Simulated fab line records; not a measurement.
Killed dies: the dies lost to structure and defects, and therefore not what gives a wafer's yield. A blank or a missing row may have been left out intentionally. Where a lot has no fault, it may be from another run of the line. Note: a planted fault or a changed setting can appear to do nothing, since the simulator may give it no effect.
Which tool did it? + flow nand_harc + 66 wafers from 22 lots sampled at 6 of the route's 1159 steps

WHAT EACH GAUGE READ, for each wafer
Not one reading of a measure or inspect step in the record can be checked against a usual standard deviation.

WHAT TOOL EACH LOT RAN ON (gives the tool, then ch and the chambers of the sampled wafers, and finally the start)
| lot  | NHARC_A_STAIRCASE_TRIM_26                     | NHARC_A_STAIRCASE_TRIM_187         | NHARC_A_STAIRCASE_ETCH_188     | NHARC_A_STAIRCASE_TRIM_198     | NHARC_A_STAIRCASE_TRIM_226     | NHARC_A_STAIRCASE_TRIM_231     |
|------|-----------------------------------------------|------------------------------------|--------------------------------|--------------------------------|--------------------------------|--------------------------------|
| L074 | rie_diel-13 ch 0,1,2, day 10 20:06 or earlier | rie_diel-13 ch 0,1, day 10 20:06   | rie_diel-13 ch 0,1,2, no start | rie_diel-05 ch 0,2,3, no start | rie_diel-05 ch 0,1, no start   | rie_diel-05 ch 0,1,3, no start |
| L076 | rie_diel-13 ch 0,1,2, day 11 11:46 or earlier | rie_diel-13 ch 0,1, day 11 11:46   | rie_diel-13 ch 2,3, no start   | rie_diel-13 ch 1,2, no start   | rie_diel-07 ch 0,1,3, no start | rie_diel-13 ch 0,1,2, no start |
| L078 | rie_diel-07 ch 0,1, day 11 15:15 or earlier   | rie_diel-13 ch 1,2, day 11 15:15   | rie_diel-13 ch 1,2, no start   | rie_diel-07 ch 0,1,2, no start | rie_diel-07 ch 0,3, no start   | rie_diel-07 ch 0,1,3, no start |
| L077 | rie_diel-13 ch 1,2, day 11 19:17 or earlier   | rie_diel-13 ch 0,1,2, day 11 19:17 | rie_diel-13 ch 1,2,3, no start | rie_diel-07 ch 1,2,3, no start | rie_diel-07 ch 1,3, no start   | rie_diel-13 ch 0,1,2, no start |
| L075 | rie_diel-07 ch 1,2, day 11 20:20 or earlier   | rie_diel-13 ch 0,2, day 11 20:20   | rie_diel-13 ch 0,1,2, no start | rie_diel-13 ch 1,2,3, no start | rie_diel-13 ch 2,3, no start   | rie_diel-07 ch 0,2,3, no start |
| L082 | rie_diel-13 ch 1,2, day 13 01:49 or earlier   | rie_diel-13 ch 0,1,2, day 13 01:49 | rie_diel-13 ch 1,2,3, no start | rie_diel-13 ch 0,2,3, no start | rie_diel-13 ch 0,3, no start   | rie_diel-13 ch 2,3, no start   |
| L084 | rie_diel-13 ch 0,1,3, day 13 02:06 or earlier | rie_diel-13 ch 0,2,3, day 13 02:06 | rie_diel-13 ch 1,3, no start   | rie_diel-05 ch 0,1,3, no start | rie_diel-07 ch 0,2, no start   | rie_diel-05 ch 1,3, no start   |
| L081 | rie_diel-05 ch 1,3, day 13 04:54 or earlier   | rie_diel-13 ch 0,3, day 13 04:54   | rie_diel-13 ch 1,3, no start   | rie_diel-05 ch 0,1,2, no start | rie_diel-13 ch 0,1,3, no start | rie_diel-13 ch 1,2, no start   |
| L080 | rie_diel-13 ch 1,3, day 13 05:33 or earlier   | rie_diel-05 ch 1,2, day 13 05:33   | rie_diel-05 ch 0,1, no start   | rie_diel-07 ch 0,2,3, no start | rie_diel-13 ch 1,2, no start   | rie_diel-13 ch 0,1,2, no start |
| L083 | rie_diel-05 ch 0,1,2, day 13 13:13 or earlier | rie_diel-07 ch 0,2,3, day 13 13:13 | rie_diel-07 ch 0,2, no start   | rie_diel-05 ch 1,2, no start   | rie_diel-07 ch 1,2,3, no start | rie_diel-07 ch 0,1,2, no start |
| L086 | rie_diel-07 ch 0,1,3, day 14 06:26 or earlier | rie_diel-07 ch 0,1,3, day 14 06:26 | rie_diel-07 ch 0,1, no start   | rie_diel-07 ch 1,3, no start   | rie_diel-05 ch 0,1,2, no start | rie_diel-05 ch 0,2, no start   |
| L088 | rie_diel-07 ch 0,2,3, day 14 12:57 or earlier | rie_diel-07 ch 1,3, day 14 12:57   | rie_diel-07 ch 2,3, no start   | rie_diel-13 ch 2,3, no start   | rie_diel-05 ch 1,2, no start   | rie_diel-13 ch 0,1,3, no start |
| L085 | rie_diel-13 ch 1,2,3, day 14 13:11 or earlier | rie_diel-07 ch 1,2,3, day 14 13:11 | rie_diel-07 ch 0,1,3, no start | rie_diel-05 ch 0,1,2, no start | rie_diel-07 ch 0,2,3, no start | rie_diel-07 ch 0,2,3, no start |
| L089 | rie_diel-13 ch 0,3, day 14 21:32 or earlier   | rie_diel-05 ch 0,3, day 14 21:32   | rie_diel-05 ch 0,1,3, no start | rie_diel-07 ch 2,3, no start   | rie_diel-13 ch 0,1,2, no start | rie_diel-07 ch 0,2,3, no start |
| L091 | rie_diel-05 ch 0,1,2, day 14 22:08 or earlier | rie_diel-05 ch 0,1,2, day 14 22:08 | rie_diel-05 ch 1,2, no start   | rie_diel-05 ch 0,1,2, no start | rie_diel-13 ch 0,1, no start   | rie_diel-13 ch 1,2, no start   |
| L090 | rie_diel-05 ch 1,2,3, day 14 22:22 or earlier | rie_diel-07 ch 0,1,3, day 14 22:22 | rie_diel-07 ch 0,2,3, no start | rie_diel-13 ch 0,1,2, no start | rie_diel-05 ch 1,2, no start   | rie_diel-05 ch 1,2,3, no start |
| L092 | rie_diel-07 ch 1,2,3, day 15 10:31 or earlier | rie_diel-07 ch 1,2,3, day 15 10:31 | rie_diel-07 ch 1,2,3, no start | rie_diel-13 ch 1,3, no start   | rie_diel-07 ch 0,3, no start   | rie_diel-07 ch 0,3, no start   |
| L093 | rie_diel-13 ch 0,2,3, day 15 12:08 or earlier | rie_diel-07 ch 0,2,3, day 15 12:08 | rie_diel-07 ch 0,1,3, no start | rie_diel-05 ch 0,1,3, no start | rie_diel-13 ch 0,1,3, no start | rie_diel-05 ch 1,2,3, no start |
| L095 | rie_diel-13 ch 2,3, day 15 22:40 or earlier   | rie_diel-07 ch 0,1, day 15 22:40   | rie_diel-07 ch 0,1,3, no start | rie_diel-13 ch 0,1,2, no start | rie_diel-07 ch 0,3, no start   | rie_diel-07 ch 1,3, no start   |
| L094 | rie_diel-07 ch 1,2, day 15 22:43 or earlier   | rie_diel-05 ch 0,1,2, day 15 22:43 | rie_diel-05 ch 1,2, no start   | rie_diel-13 ch 1,2, no start   | rie_diel-13 ch 1,2,3, no start | rie_diel-13 ch 0,1, no start   |
| L096 | rie_diel-05 ch 0,1,3, day 16 19:07 or earlier | rie_diel-13 ch 0,1, day 16 19:07   | rie_diel-13 ch 2,3, no start   | rie_diel-13 ch 0,1,2, no start | rie_diel-07 ch 0,1,3, no start | rie_diel-07 ch 1,2, no start   |
| L097 | rie_diel-05 ch 1,2, day 16 19:54 or earlier   | rie_diel-05 ch 1,2, day 16 19:54   | rie_diel-05 ch 0,1,2, no start | rie_diel-05 ch 0,2, no start   | rie_diel-13 ch 0,2, no start   | rie_diel-13 ch 0,2,3, no start |
- NHARC_A_STAIRCASE_TRIM_26: chemistry O2, time 211.2 s.
- NHARC_A_STAIRCASE_TRIM_187: chemistry O2, time 211.2 s.
- NHARC_A_STAIRCASE_ETCH_188: etches the open film in C4F8/O2, target depth 100 nm, time 40.5 s.
- NHARC_A_STAIRCASE_TRIM_198: chemistry O2, time 211.2 s.
- NHARC_A_STAIRCASE_TRIM_226: chemistry O2, time 211.2 s.
- NHARC_A_STAIRCASE_TRIM_231: chemistry O2, time 211.2 s.

WHAT THE TOOLS THEMSELVES READ (means of the sampled wafers that have a number; where no wafer has one, the mark that the record gives instead)
NHARC_A_STAIRCASE_TRIM_26.
| lot  | tool        | drypump_motor_current_A (A) | oes_product_au (a.u.) | rf_vpp_V (V) | showerhead_plenum_p_Torr (Torr) | throttle_valve_pct (%) |
|------|-------------|-----------------------------|-----------------------|--------------|---------------------------------|------------------------|
| L074 | rie_diel-13 | 6.1                         | 0.997                 | 57.8         | 3.46                            | 17.045                 |
| L076 | rie_diel-13 | 6.0                         | 1.003                 | 57.5         | 3.46                            | 17.040                 |
| L078 | rie_diel-07 | 5.0                         | 0.988                 | 57.9         | 3.74                            | 17.032                 |
| L077 | rie_diel-13 | 5.9                         | 1.009                 | 57.3         | 3.49                            | 17.038                 |
| L075 | rie_diel-07 | 5.5                         | 0.994                 | 58.1         | 3.56                            | 17.040                 |
| L082 | rie_diel-13 | 5.9                         | 0.989                 | 57.4         | 3.62                            | 17.028                 |
| L084 | rie_diel-13 | 5.8                         | 0.993                 | 57.5         | 3.54                            | 17.042                 |
| L081 | rie_diel-05 | 6.0                         | 0.994                 | 57.8         | 3.56                            | 17.032                 |
| L080 | rie_diel-13 | 5.5                         | 0.997                 | 57.5         | 3.43                            | 17.027                 |
| L083 | rie_diel-05 | 5.9                         | 0.996                 | 57.2         | 3.62                            | 17.045                 |
| L086 | rie_diel-07 | 5.1                         | 0.991                 | 57.8         | 3.65                            | 17.043                 |
| L088 | rie_diel-07 | 5.6                         | 1.005                 | 58.5         | 3.61                            | 17.030                 |
| L085 | rie_diel-13 | 5.7                         | 0.999                 | 57.2         | 3.52                            | 17.035                 |
| L089 | rie_diel-13 | 5.6                         | 0.994                 | 58.2         | 3.58                            | 17.036                 |
| L091 | rie_diel-05 | 5.9                         | 0.999                 | 58.6         | 3.61                            | 17.044                 |
| L090 | rie_diel-05 | 6.0                         | 0.997                 | 58.1         | 3.60                            | 17.043                 |
| L092 | rie_diel-07 | 5.5                         | 0.998                 | 57.8         | 3.53                            | 17.040                 |
| L093 | rie_diel-13 | 5.8                         | 0.992                 | 57.8         | 3.67                            | 17.024                 |
| L095 | rie_diel-13 | 5.6                         | 0.995                 | 58.0         | 3.66                            | 17.042                 |
| L094 | rie_diel-07 | 6.0                         | 1.004                 | 57.8         | 3.51                            | 17.036                 |
| L096 | rie_diel-05 | 6.0                         | 0.992                 | 57.3         | 3.56                            | 17.035                 |
| L097 | rie_diel-05 | 5.6                         | 0.993                 | 58.0         | 3.71                            | 17.044                 |

NHARC_A_STAIRCASE_TRIM_187.
| lot  | tool        | drypump_motor_current_A (A) | oes_product_au (a.u.) | rf_vpp_V (V) | showerhead_plenum_p_Torr (Torr) | throttle_valve_pct (%) |
|------|-------------|-----------------------------|-----------------------|--------------|---------------------------------|------------------------|
| L074 | rie_diel-13 | 6.1                         | 1.011                 | 57.5         | 3.31                            | 17.036                 |
| L076 | rie_diel-13 | 6.0                         | 1.002                 | 57.3         | 3.31                            | 17.039                 |
| L078 | rie_diel-13 | 5.9                         | 1.014                 | 57.0         | 3.49                            | 17.033                 |
| L077 | rie_diel-13 | 6.0                         | 0.998                 | 57.4         | 3.46                            | 17.033                 |
| L075 | rie_diel-13 | 6.1                         | 0.995                 | 57.9         | 3.43                            | 17.037                 |
| L082 | rie_diel-13 | 6.0                         | 0.995                 | 57.9         | 3.64                            | 17.039                 |
| L084 | rie_diel-13 | 5.8                         | 0.986                 | 58.4         | 3.69                            | 17.033                 |
| L081 | rie_diel-13 | 5.9                         | 0.993                 | 59.4         | 3.70                            | 17.030                 |
| L080 | rie_diel-05 | 5.6                         | 0.998                 | 58.3         | 3.72                            | 17.043                 |
| L083 | rie_diel-07 | 5.6                         | 0.999                 | 57.8         | 3.61                            | 17.038                 |
| L086 | rie_diel-07 | 5.0                         | 0.994                 | 58.6         | 3.65                            | 17.046                 |
| L088 | rie_diel-07 | 5.0                         | 0.992                 | 57.9         | 3.58                            | 17.040                 |
| L085 | rie_diel-07 | 5.5                         | 0.994                 | 57.5         | 3.54                            | 17.036                 |
| L089 | rie_diel-05 | 6.3                         | 0.994                 | 57.5         | 3.46                            | 17.040                 |
| L091 | rie_diel-05 | 5.9                         | 0.999                 | 58.7         | 3.61                            | 17.039                 |
| L090 | rie_diel-07 | 5.0                         | 0.994                 | 58.6         | 3.64                            | 17.042                 |
| L092 | rie_diel-07 | 5.6                         | 0.993                 | 58.3         | 3.53                            | 17.036                 |
| L093 | rie_diel-07 | 5.6                         | 0.987                 | 57.8         | 3.60                            | 17.031                 |
| L095 | rie_diel-07 | 5.0                         | 0.990                 | 58.7         | 3.71                            | 17.040                 |
| L094 | rie_diel-05 | 6.0                         | 0.996                 | 57.7         | 3.61                            | 17.040                 |
| L096 | rie_diel-13 | 6.2                         | 0.983                 | 58.3         | 3.63                            | 17.032                 |
| L097 | rie_diel-05 | 5.6                         | 0.991                 | 58.3         | 3.71                            | 17.043                 |

NHARC_A_STAIRCASE_ETCH_188.
| lot  | tool        | oes_product_au (a.u.) | rf_vpp_V (V) |
|------|-------------|-----------------------|--------------|
| L074 | rie_diel-13 | 0.929                 | 893          |
| L076 | rie_diel-13 | 0.941                 | 901          |
| L078 | rie_diel-13 | 0.943                 | 900          |
| L077 | rie_diel-13 | 0.948                 | 896          |
| L075 | rie_diel-13 | 0.929                 | 893          |
| L082 | rie_diel-13 | 0.925                 | 896          |
| L084 | rie_diel-13 | 0.927                 | 890          |
| L081 | rie_diel-13 | 0.949                 | 892          |
| L080 | rie_diel-05 | 0.939                 | 897          |
| L083 | rie_diel-07 | 0.956                 | 898          |
| L086 | rie_diel-07 | 0.928                 | 902          |
| L088 | rie_diel-07 | 0.951                 | 895          |
| L085 | rie_diel-07 | 0.911                 | 900          |
| L089 | rie_diel-05 | 0.931                 | 897          |
| L091 | rie_diel-05 | 0.943                 | 900          |
| L090 | rie_diel-07 | 0.938                 | 899          |
| L092 | rie_diel-07 | 0.924                 | 896          |
| L093 | rie_diel-07 | 0.921                 | 899          |
| L095 | rie_diel-07 | 0.921                 | 899          |
| L094 | rie_diel-05 | 0.947                 | 901          |
| L096 | rie_diel-13 | 0.956                 | 896          |
| L097 | rie_diel-05 | 0.940                 | 898          |

NHARC_A_STAIRCASE_TRIM_198.
| lot  | tool        | drypump_motor_current_A (A) | oes_product_au (a.u.) | rf_vpp_V (V) | showerhead_plenum_p_Torr (Torr) | throttle_valve_pct (%) |
|------|-------------|-----------------------------|-----------------------|--------------|---------------------------------|------------------------|
| L074 | rie_diel-05 | 6.3                         | 0.999                 | 57.9         | 3.52                            | 17.035                 |
| L076 | rie_diel-13 | 5.8                         | 1.003                 | 58.0         | 3.63                            | 17.027                 |
| L078 | rie_diel-07 | 5.5                         | 0.999                 | 58.0         | 3.63                            | 17.037                 |
| L077 | rie_diel-07 | 5.5                         | 0.998                 | 57.8         | 3.55                            | 17.033                 |
| L075 | rie_diel-13 | 5.6                         | 0.997                 | 58.5         | 3.53                            | 17.029                 |
| L082 | rie_diel-13 | 5.8                         | 0.983                 | 59.0         | 3.69                            | 17.050                 |
| L084 | rie_diel-05 | 6.0                         | 0.996                 | 58.4         | 3.57                            | 17.033                 |
| L081 | rie_diel-05 | 6.0                         | 0.995                 | 57.7         | 3.62                            | 17.048                 |
| L080 | rie_diel-07 | 5.6                         | 1.003                 | 58.2         | 3.61                            | 17.039                 |
| L083 | rie_diel-05 | 6.0                         | 1.000                 | 58.7         | 3.66                            | 17.033                 |
| L086 | rie_diel-07 | 5.0                         | 0.989                 | 58.4         | 3.58                            | 17.032                 |
| L088 | rie_diel-13 | 5.4                         | 0.991                 | 57.6         | 3.57                            | 17.024                 |
| L085 | rie_diel-05 | 5.9                         | 0.997                 | 57.9         | 3.61                            | 17.037                 |
| L089 | rie_diel-07 | 6.1                         | 1.004                 | 58.1         | 3.50                            | 17.048                 |
| L091 | rie_diel-05 | 6.0                         | 0.995                 | 58.1         | 3.61                            | 17.033                 |
| L090 | rie_diel-13 | 6.0                         | 0.994                 | 58.1         | 3.63                            | 17.036                 |
| L092 | rie_diel-13 | 5.7                         | 1.006                 | 57.3         | 3.37                            | 17.031                 |
| L093 | rie_diel-05 | 6.0                         | 0.988                 | 57.6         | 3.56                            | 17.031                 |
| L095 | rie_diel-13 | 6.0                         | 0.990                 | 57.5         | 3.62                            | 17.038                 |
| L094 | rie_diel-13 | 5.9                         | 0.993                 | 58.2         | 3.61                            | 17.038                 |
| L096 | rie_diel-13 | 6.1                         | 0.995                 | 57.0         | 3.62                            | 17.032                 |
| L097 | rie_diel-05 | 6.3                         | 0.998                 | 57.9         | 3.50                            | 17.040                 |

NHARC_A_STAIRCASE_TRIM_226.
| lot  | tool        | drypump_motor_current_A (A) | oes_product_au (a.u.) | rf_vpp_V (V) | showerhead_plenum_p_Torr (Torr) | throttle_valve_pct (%) |
|------|-------------|-----------------------------|-----------------------|--------------|---------------------------------|------------------------|
| L074 | rie_diel-05 | 5.9                         | 0.998                 | 58.0         | 3.59                            | 17.042                 |
| L076 | rie_diel-07 | 5.0                         | 0.990                 | 57.8         | 3.66                            | 17.034                 |
| L078 | rie_diel-07 | 5.1                         | 0.993                 | 58.4         | 3.72                            | 17.030                 |
| L077 | rie_diel-07 | 5.0                         | 1.001                 | 57.7         | 3.58                            | 17.043                 |
| L075 | rie_diel-13 | 5.6                         | 0.993                 | 58.4         | 3.67                            | 17.033                 |
| L082 | rie_diel-13 | 5.9                         | 0.989                 | 59.1         | 3.69                            | 17.041                 |
| L084 | rie_diel-07 | 5.5                         | 0.999                 | 57.7         | 3.69                            | 17.037                 |
| L081 | rie_diel-13 | 5.8                         | 1.000                 | 57.6         | 3.54                            | 17.038                 |
| L080 | rie_diel-13 | 6.0                         | 1.003                 | 58.2         | 3.48                            | 17.032                 |
| L083 | rie_diel-07 | 5.5                         | 1.004                 | 57.6         | 3.54                            | 17.031                 |
| L086 | rie_diel-05 | 6.0                         | 0.998                 | 58.3         | 3.61                            | 17.022                 |
| L088 | rie_diel-05 | 6.0                         | 1.009                 | 57.4         | 3.66                            | 17.033                 |
| L085 | rie_diel-07 | 5.6                         | 0.987                 | 57.6         | 3.60                            | 17.043                 |
| L089 | rie_diel-13 | 6.0                         | 0.989                 | 58.3         | 3.63                            | 17.031                 |
| L091 | rie_diel-13 | 6.1                         | 1.002                 | 57.8         | 3.48                            | 17.033                 |
| L090 | rie_diel-05 | 5.6                         | 0.997                 | 58.0         | 3.71                            | 17.036                 |
| L092 | rie_diel-07 | 5.1                         | 0.992                 | 58.5         | 3.63                            | 17.038                 |
| L093 | rie_diel-13 | 5.8                         | 1.005                 | 57.0         | 3.53                            | 17.034                 |
| L095 | rie_diel-07 | 5.1                         | 0.995                 | 57.5         | 3.70                            | 17.043                 |
| L094 | rie_diel-13 | 5.6                         | 0.996                 | 57.7         | 3.51                            | 17.039                 |
| L096 | rie_diel-07 | 5.1                         | 0.995                 | 59.2         | 3.63                            | 17.042                 |
| L097 | rie_diel-13 | 6.1                         | 0.986                 | 58.6         | 3.78                            | 17.034                 |

NHARC_A_STAIRCASE_TRIM_231.
| lot  | tool        | drypump_motor_current_A (A) | oes_product_au (a.u.) | rf_vpp_V (V) | showerhead_plenum_p_Torr (Torr) | throttle_valve_pct (%) |
|------|-------------|-----------------------------|-----------------------|--------------|---------------------------------|------------------------|
| L074 | rie_diel-05 | 6.0                         | 0.997                 | 58.7         | 3.58                            | 17.042                 |
| L076 | rie_diel-13 | 6.0                         | 1.007                 | 57.5         | 3.46                            | 17.042                 |
| L078 | rie_diel-07 | 5.0                         | 0.993                 | 57.9         | 3.66                            | 17.039                 |
| L077 | rie_diel-13 | 6.0                         | 0.998                 | 57.4         | 3.45                            | 17.040                 |
| L075 | rie_diel-07 | 5.6                         | 0.994                 | 57.9         | 3.62                            | 17.034                 |
| L082 | rie_diel-13 | 5.4                         | 0.995                 | 59.1         | 3.58                            | 17.037                 |
| L084 | rie_diel-05 | 6.0                         | 0.992                 | 57.6         | 3.56                            | 17.037                 |
| L081 | rie_diel-13 | 5.9                         | 1.007                 | 58.3         | 3.62                            | 17.047                 |
| L080 | rie_diel-13 | 6.0                         | 0.997                 | 57.6         | 3.63                            | 17.035                 |
| L083 | rie_diel-07 | 5.5                         | 0.998                 | 57.8         | 3.62                            | 17.045                 |
| L086 | rie_diel-05 | 6.3                         | 0.995                 | 57.7         | 3.51                            | 17.034                 |
| L088 | rie_diel-13 | 5.8                         | 0.998                 | 58.2         | 3.53                            | 17.031                 |
| L085 | rie_diel-07 | 5.6                         | 0.999                 | 58.0         | 3.60                            | 17.031                 |
| L089 | rie_diel-07 | 5.6                         | 0.997                 | 57.4         | 3.60                            | 17.034                 |
| L091 | rie_diel-13 | 5.9                         | 0.999                 | 57.8         | 3.61                            | 17.039                 |
| L090 | rie_diel-05 | 6.0                         | 0.994                 | 57.8         | 3.60                            | 17.023                 |
| L092 | rie_diel-07 | 5.1                         | 0.994                 | 57.6         | 3.63                            | 17.038                 |
| L093 | rie_diel-05 | 6.0                         | 0.994                 | 58.3         | 3.60                            | 17.053                 |
| L095 | rie_diel-07 | 5.0                         | 0.993                 | 58.2         | 3.57                            | 17.048                 |
| L094 | rie_diel-13 | 6.1                         | 0.988                 | 59.0         | 3.48                            | 17.042                 |
| L096 | rie_diel-07 | 6.0                         | 1.001                 | 57.8         | 3.50                            | 17.032                 |
| L097 | rie_diel-13 | 5.8                         | 0.992                 | 57.7         | 3.67                            | 17.032                 |

THE ANSWER, worked out from the rows above alone
Rule: what is usual is taken from the lots themselves. Put in order of their means at a reading, lots are off if they are a third of the lots or fewer, leave a main group of 4 or more, and stand apart from it by a gap of 3 or more times the standard deviation of the main group's means; of several such gaps the widest counts. A main group is skipped when, at the precision printed for the reading in the tables above, its means are all equal. Also off: a lot with no number at a reading for which 4 or more lots have one. All remaining lots with rows at the step are treated as sound. First the gauges in route order, then the tools' own readings, where a lot's mean is used as printed above. At the first step where some lot is off, the reading lying furthest off is the one used; lots without a number count as furthest.
Across all readings shown, no lot is off: no conclusion can be drawn from this.

WHAT THE SIMULATOR PUT IN
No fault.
